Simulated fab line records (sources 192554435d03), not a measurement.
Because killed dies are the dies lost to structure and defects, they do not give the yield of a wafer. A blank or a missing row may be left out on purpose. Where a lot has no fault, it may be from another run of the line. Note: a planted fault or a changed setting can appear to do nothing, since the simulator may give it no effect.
fab line records	flow n5-finfet
[record] lots = 24	wafers = 72	last-day = 18
route steps=1938 shown BEOL_M3@995 BEOL_M4@1034
lots that met no fault: from a run of the same line without faults
start-h: hours from the record's first day to the start of the lot's first wafer shown	wait-h: time in hours since the lot's previous step	" the same as in the row above	L1.1+2: one row covering several wafers at once	- no value, or no start given	* or withheld: withheld	< > ~ a bound
route shown NAME@n: a module of which the file shows steps, and the number in the route of the first	usual: mean and standard deviation over wafers with no fault	same: alike in all rows	chamber/n: place in a boat	sites: the reading at each site	_std_site: the values' standard deviation	_edge_site: outer sites' mean less inner sites'	radius-mm: for every site, how far away it sits from the centre of the wafer	mask NAME#n: copy n	behind: the most recent tool/chamber to have shaped the wafer	hold: why the lot was held/for how many hours/how that ended	device: the transistor (n, p or np) that didn't switch	end of line: tests run on the same wafers once the route is complete	a step given without rows: its recipe and nothing more	killed: dies lost to structure and defects at the first sort, not the wafer's yield	map: dies across one wafer; x = killed, . = not, _ = none there
set.NAME: the run value of the setting; set.NAME@STEP: its run value at that earlier step	model.NAME: the simulator's own value behind a step, which no gauge read
a sample of lots followed through the steps of the route, with each step as a table and each wafer as a row
services: when a tool's chamber went out of use (start-h, in hours from the record's first day, below 0 if earlier), for how many hours, and the reason
[[steps]]
[step N5_BEOL_M3_ANNEAL_49]
[recipe] temp-c = 400	time-s = 240	ambient = vacuum
[usual] heater-power-w = 856/85
lot.wafer	tool	chamber	start-h	wait-h	heater-power-w
L074.2	pvd-sputter-03	-	143.08	0.0	795
L074.3	"	-	"	"	1024
L074.4	"	-	"	"	952
L075.2	pvd-sputter-03	-	154.46	0.0	1010
L075.4	"	-	"	"	1036
L075.5	"	-	"	"	825
L076.1	pvd-sputter-03	-	161.59	0.0	816
L076.3	"	-	"	"	1027
L076.4	"	-	"	"	805
L077.1	pvd-sputter-02	-	163.28	0.0	769
L077.4	"	-	"	"	829
L077.6	"	-	"	"	893
L078.1	pvd-sputter-02	-	165.40	0.0	833
L078.3	"	-	"	"	907
L078.6	"	-	"	"	781
L079.1	pvd-sputter-03	-	172.64	0.0	1000
L079.3	"	-	"	"	897
L079.5	"	-	"	"	902
L080.1	pvd-sputter-02	-	179.74	0.0	913
L080.2	"	-	"	"	777
L080.4	"	-	"	"	835
L081.1	pvd-sputter-02	-	195.08	0.0	934
L081.2	"	-	"	"	783
L081.3	"	-	"	"	766
L082.1	pvd-sputter-02	-	208.78	0.0	904
L082.2	"	-	"	"	779
L082.6	"	-	"	"	748
L083.1	pvd-sputter-03	-	219.51	0.0	970
L083.2	"	-	"	"	818
L083.4	"	-	"	"	879
L084.1	pvd-sputter-03	-	225.15	0.0	955
L084.3	"	-	"	"	820
L084.6	"	-	"	"	823
L085.2	pvd-sputter-03	-	226.99	0.0	1009
L085.3	"	-	"	"	879
L085.6	"	-	"	"	809
L086.2	pvd-sputter-02	-	229.84	0.0	850
L086.3	"	-	"	"	902
L086.4	"	-	"	"	779
L088.1	pvd-sputter-01	-	232.92	0.0	755
L088.2	"	-	"	"	732
L088.5	"	-	"	"	926
L087.2	pvd-sputter-03	-	232.99	0.0	880
L087.4	"	-	"	"	806
L087.6	"	-	"	"	825
L089.1	pvd-sputter-02	-	239.41	0.0	843
L089.5	"	-	"	"	843
L089.6	"	-	"	"	771
L090.1	pvd-sputter-01	-	240.16	0.0	930
L090.3	"	-	"	"	721
L090.5	"	-	"	"	768
L091.2	pvd-sputter-01	-	265.40	0.0	831
L091.3	"	-	"	"	725
L091.4	"	-	"	"	738
L092.1	pvd-sputter-02	-	269.46	0.0	902
L092.2	"	-	"	"	806
L092.5	"	-	"	"	844
L094.2	pvd-sputter-02	-	271.30	0.0	859
L094.5	"	-	"	"	772
L094.6	"	-	"	"	780
L093.2	pvd-sputter-01	-	273.36	0.0	837
L093.4	"	-	"	"	747
L093.6	"	-	"	"	737
L095.1	pvd-sputter-02	-	285.72	0.0	855
L095.3	"	-	"	"	763
L095.4	"	-	"	"	771
L096.1	pvd-sputter-01	-	290.26	0.0	755
L096.2	"	-	"	"	846
L096.3	"	-	"	"	709
L097.1	pvd-sputter-02	-	290.40	0.0	898
L097.4	"	-	"	"	765
L097.5	"	-	"	"	893
[step N5_BEOL_M3_ANNEAL_91]
[recipe] temp-c = 400	time-s = 240	ambient = vacuum
[usual] heater-power-w = 855/84
lot.wafer	tool	chamber	start-h	wait-h	heater-power-w
L074.2	pvd-sputter-03	-	144.18	0.0	834
L074.3	"	-	"	"	1022
L074.4	"	-	"	"	952
L075.2	pvd-sputter-03	-	155.56	0.0	1026
L075.4	"	-	"	"	1006
L075.5	"	-	"	"	820
L076.1	pvd-sputter-03	-	162.69	0.0	810
L076.3	"	-	"	"	1027
L076.4	"	-	"	"	836
L077.1	pvd-sputter-02	-	164.38	0.0	789
L077.4	"	-	"	"	832
L077.6	"	-	"	"	892
L078.1	pvd-sputter-02	-	166.50	0.0	845
L078.3	"	-	"	"	891
L078.6	"	-	"	"	767
L079.1	pvd-sputter-03	-	173.74	0.0	1002
L079.3	"	-	"	"	913
L079.5	"	-	"	"	884
L080.1	pvd-sputter-02	-	180.84	0.0	907
L080.2	"	-	"	"	776
L080.4	"	-	"	"	834
L081.1	pvd-sputter-02	-	196.18	0.0	893
L081.2	"	-	"	"	795
L081.3	"	-	"	"	777
L082.1	pvd-sputter-02	-	209.88	0.0	919
L082.2	"	-	"	"	779
L082.6	"	-	"	"	787
L083.1	pvd-sputter-03	-	220.61	0.0	981
L083.2	"	-	"	"	818
L083.4	"	-	"	"	866
L084.1	pvd-sputter-03	-	226.25	0.0	960
L084.3	"	-	"	"	816
L084.6	"	-	"	"	803
L085.2	pvd-sputter-03	-	228.09	0.0	1011
L085.3	"	-	"	"	879
L085.6	"	-	"	"	831
L086.2	pvd-sputter-02	-	230.94	0.0	835
L086.3	"	-	"	"	893
L086.4	"	-	"	"	766
L088.1	pvd-sputter-01	-	234.02	0.0	747
L088.2	"	-	"	"	734
L088.5	"	-	"	"	896
L087.2	pvd-sputter-03	-	234.09	0.0	856
L087.4	"	-	"	"	804
L087.6	"	-	"	"	787
L089.1	pvd-sputter-02	-	240.51	0.0	844
L089.5	"	-	"	"	817
L089.6	"	-	"	"	787
L090.1	pvd-sputter-01	-	241.26	0.0	930
L090.3	"	-	"	"	732
L090.5	"	-	"	"	758
L091.2	pvd-sputter-01	-	266.50	0.0	839
L091.3	"	-	"	"	704
L091.4	"	-	"	"	743
L092.1	pvd-sputter-02	-	270.56	0.0	889
L092.2	"	-	"	"	796
L092.5	"	-	"	"	856
L094.2	pvd-sputter-02	-	272.40	0.0	836
L094.5	"	-	"	"	776
L094.6	"	-	"	"	761
L093.2	pvd-sputter-01	-	274.46	0.0	840
L093.4	"	-	"	"	749
L093.6	"	-	"	"	724
L095.1	pvd-sputter-02	-	286.82	0.0	824
L095.3	"	-	"	"	786
L095.4	"	-	"	"	786
L096.1	pvd-sputter-01	-	291.36	0.0	749
L096.2	"	-	"	"	847
L096.3	"	-	"	"	706
L097.1	pvd-sputter-02	-	291.50	0.0	933
L097.4	"	-	"	"	770
L097.5	"	-	"	"	900
[step N5_BEOL_M3_SPUTTER_94]
[recipe] material = Cu	target-thk-a = 45	temp-c = -20	chamber-pressure-pa = 0.07	power-w = withheld	time-s = 8.29
[usual] chuck-sensor-temp-C = -16.0/0.46	throttle-valve-pct = 30.1/1.4
lot.wafer	tool	chamber	start-h	wait-h	chuck-sensor-temp-C	throttle-valve-pct
L074.2	pvd-sputter-03	-	144.54	0.1	-15.3	30.3
L074.3	"	-	"	"	-16.0	32.1
L074.4	"	-	"	"	-17.0	28.4
L075.2	pvd-sputter-03	-	155.92	0.1	-16.0	32.6
L075.4	"	-	"	"	-15.9	32.5
L075.5	"	-	"	"	-15.3	30.1
L076.1	pvd-sputter-03	-	163.05	0.1	-15.3	30.2
L076.3	"	-	"	"	-16.0	32.4
L076.4	"	-	"	"	-15.4	30.2
L077.1	pvd-sputter-02	-	164.74	0.1	-16.2	31.3
L077.4	"	-	"	"	-16.1	28.0
L077.6	"	-	"	"	-15.3	30.0
L078.1	pvd-sputter-02	-	166.86	0.1	-16.1	28.1
L078.3	"	-	"	"	-15.2	29.8
L078.6	"	-	"	"	-16.0	31.1
L079.1	pvd-sputter-03	-	174.10	0.1	-16.2	32.2
L079.3	"	-	"	"	-15.9	29.5
L079.5	"	-	"	"	-15.9	29.5
L080.1	pvd-sputter-02	-	181.20	0.1	-15.3	29.9
L080.2	"	-	"	"	-16.1	31.1
L080.4	"	-	"	"	-16.3	27.7
L081.1	pvd-sputter-02	-	196.54	0.1	-15.1	29.8
L081.2	"	-	"	"	-16.0	31.2
L081.3	"	-	"	"	-16.1	31.4
L082.1	pvd-sputter-02	-	210.24	0.1	-15.1	29.8
L082.2	"	-	"	"	-16.2	31.5
L082.6	"	-	"	"	-15.8	31.1
L083.1	pvd-sputter-03	-	220.97	0.1	-17.0	28.3
L083.2	"	-	"	"	-15.3	30.3
L083.4	"	-	"	"	-15.9	29.7
L084.1	pvd-sputter-03	-	226.61	0.1	-16.9	28.5
L084.3	"	-	"	"	-15.2	30.2
L084.6	"	-	"	"	-15.3	30.3
L085.2	pvd-sputter-03	-	228.45	0.1	-16.1	32.4
L085.3	"	-	"	"	-15.7	29.8
L085.6	"	-	"	"	-15.5	30.4
L086.2	pvd-sputter-02	-	231.30	0.1	-16.1	27.9
L086.3	"	-	"	"	-15.1	29.6
L086.4	"	-	"	"	-15.7	31.1
L088.1	pvd-sputter-01	-	234.38	0.1	-16.4	29.0
L088.2	"	-	"	"	-16.3	31.3
L088.5	"	-	"	"	-16.0	30.1
L087.2	pvd-sputter-03	-	234.45	0.1	-16.0	29.6
L087.4	"	-	"	"	-15.3	30.4
L087.6	"	-	"	"	-15.4	30.4
L089.1	pvd-sputter-02	-	240.87	0.1	-16.0	27.9
L089.5	"	-	"	"	-16.0	27.9
L089.6	"	-	"	"	-16.0	30.9
L090.1	pvd-sputter-01	-	241.62	0.1	-16.1	29.9
L090.3	"	-	"	"	-16.2	31.4
L090.5	"	-	"	"	-16.4	28.8
L091.2	pvd-sputter-01	-	266.86	0.1	-15.9	31.3
L091.3	"	-	"	"	-16.4	31.0
L091.4	"	-	"	"	-16.5	29.0
L092.1	pvd-sputter-02	-	270.92	0.1	-15.3	29.9
L092.2	"	-	"	"	-15.9	31.1
L092.5	"	-	"	"	-16.1	27.9
L094.2	pvd-sputter-02	-	272.76	0.1	-16.0	27.7
L094.5	"	-	"	"	-16.2	31.3
L094.6	"	-	"	"	-16.0	31.0
L093.2	pvd-sputter-01	-	274.82	0.1	-16.3	31.6
L093.4	"	-	"	"	-16.3	29.1
L093.6	"	-	"	"	-16.5	28.9
L095.1	pvd-sputter-02	-	287.18	0.1	-16.2	28.0
L095.3	"	-	"	"	-16.1	31.0
L095.4	"	-	"	"	-16.2	31.5
L096.1	pvd-sputter-01	-	291.72	0.1	-16.3	28.9
L096.2	"	-	"	"	-16.0	31.0
L096.3	"	-	"	"	-16.2	31.5
L097.1	pvd-sputter-02	-	291.86	0.1	-15.3	29.9
L097.4	"	-	"	"	-16.2	31.3
L097.5	"	-	"	"	-15.3	29.9
[step N5_BEOL_M4_CD_MEAS_11]
[recipe] target-cd-nm = 16.79	landing-energy-ev = 500	detector = se-inlens	polarity = opening
[usual] cd-nm = 16.85/0.23
lot.wafer	tool	chamber	start-h	wait-h	cd-nm
L074.2	cd-sem-03	0	147.27	-	17.04
L074.3	"	0	"	"	16.94
L074.4	"	0	"	"	16.58
L075.2	cd-sem-02	0	158.44	-	16.70
L075.4	"	0	"	"	16.48
L075.5	"	0	"	"	16.60
L076.1	cd-sem-01	0	166.79	-	17.12
L076.3	"	0	"	"	16.90
L076.4	"	0	"	"	17.50
L077.1	cd-sem-02	0	167.95	-	16.83
L077.4	"	0	"	"	16.57
L077.6	"	0	"	"	16.76
L078.1	cd-sem-02	0	169.35	-	16.45
L078.3	"	0	"	"	16.78
L078.6	"	0	"	"	16.99
L079.1	cd-sem-01	0	178.01	-	17.00
L079.3	"	0	"	"	16.76
L079.5	"	0	"	"	16.97
L080.1	cd-sem-03	0	184.88	-	16.63
L080.2	"	0	"	"	16.24
L080.4	"	0	"	"	16.46
L081.1	cd-sem-02	0	199.17	-	16.54
L081.2	"	0	"	"	17.04
L081.3	"	0	"	"	16.95
L082.1	cd-sem-02	0	212.72	-	17.03
L082.2	"	0	"	"	16.88
L082.6	"	0	"	"	16.84
L083.1	cd-sem-02	0	224.16	-	16.65
L083.2	"	0	"	"	17.15
L083.4	"	0	"	"	16.75
L084.1	cd-sem-01	0	229.14	-	16.60
L084.3	"	0	"	"	16.93
L084.6	"	0	"	"	16.75
L085.2	cd-sem-03	0	232.08	-	16.57
L085.3	"	0	"	"	16.97
L085.6	"	0	"	"	17.07
L086.2	cd-sem-01	0	235.75	-	16.76
L086.3	"	0	"	"	17.05
L086.4	"	0	"	"	16.96
L088.1	cd-sem-03	0	237.01	-	17.03
L088.2	"	0	"	"	16.65
L088.5	"	0	"	"	17.01
L087.2	cd-sem-02	0	237.17	-	16.63
L087.4	"	0	"	"	16.92
L087.6	"	0	"	"	16.64
L089.1	cd-sem-02	0	244.17	-	16.85
L089.5	"	0	"	"	16.62
L089.6	"	0	"	"	16.90
L090.1	cd-sem-03	0	244.39	-	16.77
L090.3	"	0	"	"	17.35
L090.5	"	0	"	"	16.79
L091.2	cd-sem-01	0	269.34	-	16.62
L091.3	"	0	"	"	16.91
L091.4	"	0	"	"	17.28
L092.1	cd-sem-01	0	273.19	-	16.49
L092.2	"	0	"	"	16.81
L092.5	"	0	"	"	17.09
L094.2	cd-sem-02	0	275.70	-	17.25
L094.5	"	0	"	"	17.11
L094.6	"	0	"	"	16.70
L093.2	cd-sem-03	0	276.71	-	16.82
L093.4	"	0	"	"	17.02
L093.6	"	0	"	"	16.83
L095.1	cd-sem-01	0	290.08	-	16.95
L095.3	"	0	"	"	16.82
L095.4	"	0	"	"	16.56
L096.1	cd-sem-02	0	294.01	-	16.74
L096.2	"	0	"	"	17.28
L096.3	"	0	"	"	16.78
L097.1	cd-sem-02	0	294.18	-	16.89
L097.4	"	0	"	"	17.65
L097.5	"	0	"	"	17.12
[step N5_BEOL_M4_DESCUM_16]
[recipe] chemistry = O2	time-s = 7	source-power-w = 50	bias-power-w = 20	pressure-mtorr = 20	rf-frequency-hz = 2.712e+07	temp-c = 40	resist = CAR-EUV	o2-flow-sccm = 225
[usual] drypump-motor-current-A = 5.7/0.47	oes-product-au = 0.77/0.07	rf-vpp-V = 243.5/1.3	showerhead-plenum-p-Torr = 2.12/0.062	throttle-valve-pct = 20.42/0.22
lot.wafer	tool	chamber	start-h	wait-h	drypump-motor-current-A	oes-product-au	rf-hours-counter-h	rf-vpp-V	showerhead-plenum-p-Torr	throttle-valve-pct
L074.2	rie-diel-01	0	147.40	0.0	5.8	0.78	148	243.0	2.11	20.38
L074.3	"	2	"	"	4.8	0.73	166	241.7	2.01	20.59
L074.4	"	1	"	"	5.1	0.70	226	244.0	2.18	20.56
L075.2	rie-diel-01	3	158.63	0.1	6.2	0.86	36	245.3	2.20	20.08
L075.4	"	1	"	"	5.1	0.70	232	243.9	2.18	20.55
L075.5	"	3	"	"	6.2	0.86	-	245.2	2.20	20.09
L076.1	rie-diel-01	1	166.91	0.0	5.1	0.70	234	242.5	2.17	20.57
L076.3	"	3	"	"	6.1	0.84	39	247.1	2.20	20.07
L076.4	"	2	"	"	4.8	0.73	174	242.0	2.01	20.62
L077.1	rie-diel-04	2	168.20	0.2	6.1	0.69	237	242.8	2.07	20.37
L077.4	"	0	"	"	6.1	0.75	168	243.7	2.10	20.76
L077.6	"	1	"	"	6.0	0.85	-	243.6	2.13	20.56
L078.1	rie-diel-03	3	169.50	0.1	5.9	0.67	247	242.6	2.17	20.56
L078.3	"	2	"	"	5.1	0.77	164	243.4	2.09	20.22
L078.6	"	3	"	"	5.9	0.67	-	243.7	2.17	20.57
L079.1	rie-diel-01	2	178.13	0.0	4.8	0.71	177	242.0	2.01	20.61
L079.3	"	3	"	"	6.2	0.84	42	244.5	2.20	20.09
L079.5	"	3	"	"	6.2	0.84	-	246.0	2.20	20.08
L080.1	rie-diel-04	3	185.00	0.0	5.9	0.71	210	246.1	2.17	20.45
L080.2	"	1	"	"	6.0	0.85	44	244.1	2.13	20.56
L080.4	"	0	"	"	6.1	0.73	174	243.3	2.10	20.77
L081.1	rie-diel-04	2	199.29	0.0	6.1	0.69	247	242.4	2.07	20.39
L081.2	"	3	"	"	5.9	0.70	214	243.0	2.17	20.44
L081.3	"	1	"	"	6.0	0.84	47	244.1	2.13	20.57
L082.1	rie-diel-04	3	213.05	0.2	5.9	0.70	221	243.0	2.16	20.46
L082.2	"	1	"	"	6.0	0.84	52	243.7	2.13	20.56
L082.6	"	0	"	"	6.0	0.73	-	242.5	2.09	20.78
L083.1	rie-diel-04	1	224.28	0.0	6.0	0.83	57	243.8	2.12	20.58
L083.2	"	3	"	"	5.9	0.70	226	244.1	2.16	20.47
L083.4	"	1	"	"	6.0	0.83	-	241.8	2.12	20.59
L084.1	rie-diel-04	1	229.30	0.1	6.0	0.83	60	243.0	2.12	20.59
L084.3	"	0	"	"	6.1	0.73	191	244.1	2.09	20.80
L084.6	"	3	"	"	5.9	0.70	-	246.1	2.16	20.46
L085.2	rie-diel-03	3	232.20	0.0	5.9	0.94	8	244.2	2.17	20.24
L085.3	"	1	"	"	5.4	0.74	157	243.0	2.09	20.18
L085.6	"	2	"	"	5.2	0.75	-	243.9	2.08	20.26
L086.2	rie-diel-01	2	235.93	0.1	4.8	0.70	202	241.5	2.00	20.66
L086.3	"	3	"	"	6.2	0.83	54	244.0	2.20	20.11
L086.4	"	2	"	"	4.8	0.71	-	242.3	2.00	20.65
L088.1	rie-diel-01	3	237.14	0.0	6.2	0.83	54	245.5	2.20	20.11
L088.2	"	0	"	"	5.8	0.76	185	243.5	2.09	20.44
L088.5	"	0	"	"	5.8	0.75	-	242.2	2.09	20.43
L087.2	rie-diel-03	0	237.29	0.0	5.3	0.79	123	244.9	2.20	20.24
L087.4	"	2	"	"	5.2	0.76	188	243.1	2.08	20.26
L087.6	"	0	"	"	5.3	0.79	-	244.5	2.20	20.23
L089.1	rie-diel-03	0	244.30	0.0	5.3	0.78	125	245.4	2.20	20.23
L089.5	"	0	"	"	5.3	0.77	-	244.1	2.20	20.24
L089.6	"	1	"	"	5.4	0.74	-	242.2	2.09	20.18
L090.1	rie-diel-01	3	244.52	0.0	6.2	0.83	58	245.9	2.19	20.11
L090.3	"	0	"	"	5.8	0.75	189	241.8	2.09	20.45
L090.5	"	3	"	"	6.2	0.82	-	244.0	2.19	20.11
L091.2	rie-diel-03	0	269.46	0.0	5.3	0.77	133	243.9	2.20	20.24
L091.3	"	3	"	"	5.9	0.92	19	244.6	2.16	20.25
L091.4	"	1	"	"	5.4	0.74	168	243.7	2.08	20.20
L092.1	rie-diel-01	2	273.57	0.3	4.8	0.69	218	241.5	1.99	20.66
L092.2	"	0	"	"	5.8	0.73	200	243.8	2.09	20.45
L092.5	"	3	"	"	6.2	0.80	-	245.6	2.19	20.11
L094.2	rie-diel-04	2	276.12	0.3	6.0	0.92	15	243.8	2.07	20.06
L094.5	"	2	"	"	6.0	0.92	-	243.6	2.07	20.06
L094.6	"	1	"	"	6.0	0.80	-	245.4	2.12	20.61
L093.2	rie-diel-01	0	276.83	0.0	5.8	0.73	203	242.6	2.09	20.48
L093.4	"	3	"	"	6.1	0.79	-	244.6	2.19	20.13
L093.6	"	0	"	"	5.8	0.73	-	244.1	2.09	20.45
L095.1	rie-diel-01	0	290.24	0.1	5.8	0.73	208	243.3	2.09	20.47
L095.3	"	1	"	"	5.1	0.97	3	244.0	2.16	20.18
L095.4	"	3	"	"	6.1	0.80	77	244.6	2.19	20.13
L096.1	rie-diel-01	0	294.13	0.0	5.8	0.73	209	242.3	2.09	20.46
L096.2	"	1	"	"	5.1	0.97	5	243.6	2.16	20.18
L096.3	"	2	"	"	4.8	0.69	227	243.2	1.99	20.69
L097.1	rie-diel-04	1	294.30	0.0	6.0	0.80	81	242.0	2.12	20.61
L097.4	"	2	"	"	6.0	0.89	-	242.8	2.06	20.07
L097.5	"	1	"	"	6.0	0.80	-	243.5	2.11	20.61
[step N5_BEOL_M4_ETCH_74]
[recipe] chemistry = N2/H2	target = underlayer	target-depth-a = 65	mask-material = CAR-EUV	time-s = 5.2	ion-energy-ev = 200	pressure-mtorr = 30	source-w = 840	bias-w = 150	n2-flow-sccm = 200	h2-flow-sccm = 200	ends = cleared
[usual] drypump-motor-current-A = 5.7/0.47	etch-rf-on-time-s = 5.20/0.098	oes-product-au = 0.66/0.061	rf-vpp-V = 524.4/2.6	showerhead-plenum-p-Torr = 2.56/0.078	throttle-valve-pct = 17.78/0.22
lot.wafer	tool	chamber	start-h	wait-h	drypump-motor-current-A	etch-rf-on-time-s	oes-product-au	rf-hours-counter-h	rf-vpp-V	showerhead-plenum-p-Torr	throttle-valve-pct
L074.2	rie-diel-01	0	147.43	0.0	5.8	5.28	0.65	148	525.9	2.54	17.70
L074.3	"	2	"	"	4.8	5.17	0.62	166	520.7	2.44	18.04
L074.4	"	1	"	"	5.1	5.05	0.60	226	527.0	2.63	17.89
L075.2	rie-diel-01	3	158.66	0.0	6.2	5.06	0.74	36	527.9	2.69	17.52
L075.4	"	1	"	"	5.1	5.05	0.61	232	526.4	2.63	17.90
L075.5	"	3	"	"	6.2	5.13	0.74	-	529.1	2.69	17.50
L076.1	rie-diel-01	1	166.94	0.0	5.1	5.06	0.60	234	526.2	2.62	17.91
L076.3	"	3	"	"	6.2	5.08	0.74	39	526.5	2.69	17.54
L076.4	"	2	"	"	4.8	5.21	0.61	174	520.3	2.44	18.03
L077.1	rie-diel-04	2	168.23	0.0	6.1	5.26	0.59	237	521.5	2.50	17.68
L077.4	"	0	"	"	6.1	5.36	0.64	168	524.6	2.53	18.07
L077.6	"	1	"	"	6.0	5.23	0.72	-	525.7	2.60	17.90
L078.1	rie-diel-03	3	169.54	0.0	5.9	5.25	0.56	247	525.1	2.61	17.91
L078.3	"	2	"	"	5.2	5.17	0.66	164	523.3	2.52	17.61
L078.6	"	3	"	"	5.9	5.26	0.57	-	524.1	2.61	17.92
L079.1	rie-diel-01	2	178.17	0.0	4.8	5.25	0.62	177	520.7	2.44	18.01
L079.3	"	3	"	"	6.2	5.10	0.72	42	530.2	2.68	17.51
L079.5	"	3	"	"	6.2	5.06	0.73	-	526.0	2.68	17.53
L080.1	rie-diel-04	3	185.03	0.0	5.9	5.24	0.60	210	525.5	2.61	17.79
L080.2	"	1	"	"	6.0	5.12	0.72	44	527.0	2.59	17.93
L080.4	"	0	"	"	6.1	5.27	0.63	174	522.8	2.53	18.08
L081.1	rie-diel-04	2	199.33	0.0	6.1	5.21	0.60	247	523.7	2.50	17.69
L081.2	"	3	"	"	5.9	5.18	0.62	214	526.0	2.61	17.79
L081.3	"	1	"	"	6.0	5.11	0.71	47	525.7	2.59	17.92
L082.1	rie-diel-04	3	213.09	0.0	5.9	5.22	0.60	221	524.4	2.61	17.80
L082.2	"	1	"	"	6.0	5.20	0.70	52	523.0	2.59	17.92
L082.6	"	0	"	"	6.1	5.26	0.63	-	524.6	2.52	18.10
L083.1	rie-diel-04	1	224.32	0.0	6.0	5.18	0.70	57	526.3	2.59	17.94
L083.2	"	3	"	"	5.9	5.25	0.60	226	525.5	2.60	17.81
L083.4	"	1	"	"	6.0	5.23	0.70	-	524.9	2.59	17.94
L084.1	rie-diel-04	1	229.33	0.0	6.0	5.13	0.70	60	525.3	2.59	17.97
L084.3	"	0	"	"	6.1	5.22	0.63	191	524.0	2.52	18.13
L084.6	"	3	"	"	5.9	5.18	0.60	-	525.0	2.60	17.80
L085.2	rie-diel-03	3	232.23	0.0	5.9	5.00	0.79	8	525.0	2.61	17.54
L085.3	"	1	"	"	5.4	5.38	0.63	157	524.2	2.55	17.68
L085.6	"	2	"	"	5.2	5.10	0.65	-	523.3	2.51	17.65
L086.2	rie-diel-01	2	235.96	0.0	4.8	5.12	0.61	202	519.5	2.43	18.09
L086.3	"	3	"	"	6.1	5.09	0.71	54	528.4	2.68	17.54
L086.4	"	2	"	"	4.8	5.14	0.60	-	520.7	2.43	18.06
L088.1	rie-diel-01	3	237.17	0.0	6.2	5.08	0.72	54	526.3	2.68	17.53
L088.2	"	0	"	"	5.8	5.30	0.62	185	522.0	2.52	17.77
L088.5	"	0	"	"	5.8	5.24	0.62	-	522.3	2.52	17.79
L087.2	rie-diel-03	0	237.32	0.0	5.3	5.26	0.65	123	527.8	2.65	17.55
L087.4	"	2	"	"	5.2	5.17	0.65	188	525.7	2.51	17.64
L087.6	"	0	"	"	5.3	5.32	0.66	-	527.9	2.65	17.52
L089.1	rie-diel-03	0	244.34	0.0	5.3	5.28	0.66	125	526.4	2.65	17.51
L089.5	"	0	"	"	5.3	5.34	0.66	-	528.3	2.65	17.51
L089.6	"	1	"	"	5.4	5.46	0.62	-	523.0	2.55	17.72
L090.1	rie-diel-01	3	244.55	0.0	6.2	5.07	0.70	58	525.9	2.68	17.54
L090.3	"	0	"	"	5.9	5.25	0.61	189	524.1	2.52	17.77
L090.5	"	3	"	"	6.1	5.03	0.70	-	527.7	2.68	17.54
L091.2	rie-diel-03	0	269.50	0.0	5.3	5.29	0.66	133	526.9	2.65	17.54
L091.3	"	3	"	"	5.9	5.05	0.79	19	523.6	2.60	17.54
L091.4	"	1	"	"	5.4	5.39	0.61	168	524.3	2.54	17.72
L092.1	rie-diel-01	2	273.61	0.0	4.8	5.25	0.59	218	520.6	2.42	18.11
L092.2	"	0	"	"	5.8	5.35	0.60	200	524.3	2.51	17.80
L092.5	"	3	"	"	6.2	5.19	0.68	-	527.3	2.67	17.56
L094.2	rie-diel-04	2	276.16	0.0	6.1	5.16	0.79	15	523.5	2.49	17.29
L094.5	"	2	"	"	6.1	5.07	0.79	-	520.7	2.49	17.29
L094.6	"	1	"	"	6.0	5.21	0.69	-	523.8	2.58	18.00
L093.2	rie-diel-01	0	276.86	0.0	5.9	5.33	0.61	203	523.0	2.51	17.78
L093.4	"	3	"	"	6.2	5.10	0.69	-	526.3	2.67	17.58
L093.6	"	0	"	"	5.9	5.34	0.60	-	523.6	2.51	17.78
L095.1	rie-diel-01	0	290.28	0.0	5.8	5.27	0.60	208	523.9	2.51	17.82
L095.3	"	1	"	"	5.0	5.01	0.85	3	525.8	2.61	17.48
L095.4	"	3	"	"	6.2	5.11	0.68	77	528.1	2.67	17.57
L096.1	rie-diel-01	0	294.17	0.0	5.8	5.30	0.61	209	523.7	2.51	17.80
L096.2	"	1	"	"	5.1	5.01	0.84	5	526.8	2.61	17.47
L096.3	"	2	"	"	4.8	5.24	0.58	227	520.5	2.42	18.11
L097.1	rie-diel-04	1	294.34	0.0	6.0	5.20	0.69	81	526.2	2.58	17.97
L097.4	"	2	"	"	6.0	5.12	0.76	-	522.6	2.49	17.30
L097.5	"	1	"	"	6.0	5.19	0.68	-	525.7	2.58	17.97
[[services]]
tool	chamber	start-h	hours	kind
rie-diel-03	-	150.21	4.3	pm
rie-diel-04	1	161.52	5.3	repair
rie-diel-03	3	180.27	-	clean
rie-diel-03	3	180.27	-	consumable-replace:focus-ring
rie-diel-03	3	180.27	28.1	scheduled-down
rie-diel-03	3	180.27	28.1	vent-cycle
rie-diel-01	3	191.98	14.3	repair
rie-diel-04	2	210.28	-	clean
rie-diel-04	2	210.28	-	consumable-replace:focus-ring
rie-diel-04	2	210.28	22.0	scheduled-down
rie-diel-04	2	210.28	22.0	vent-cycle
rie-diel-03	-	211.67	1.7	repair
rie-diel-01	1	257.44	-	clean
rie-diel-01	1	257.44	-	consumable-replace:focus-ring
rie-diel-01	1	257.44	24.3	scheduled-down
rie-diel-01	1	257.44	24.3	vent-cycle
rie-diel-04	1	287.30	4.7	repair
rie-diel-03	3	291.56	6.8	repair
rie-diel-04	3	292.69	-	clean
rie-diel-04	3	292.69	-	consumable-replace:focus-ring
rie-diel-04	3	292.69	16.7	scheduled-down
rie-diel-04	3	292.69	16.7	vent-cycle
rie-diel-03	-	293.56	1.1	repair
[[key]]
fault none
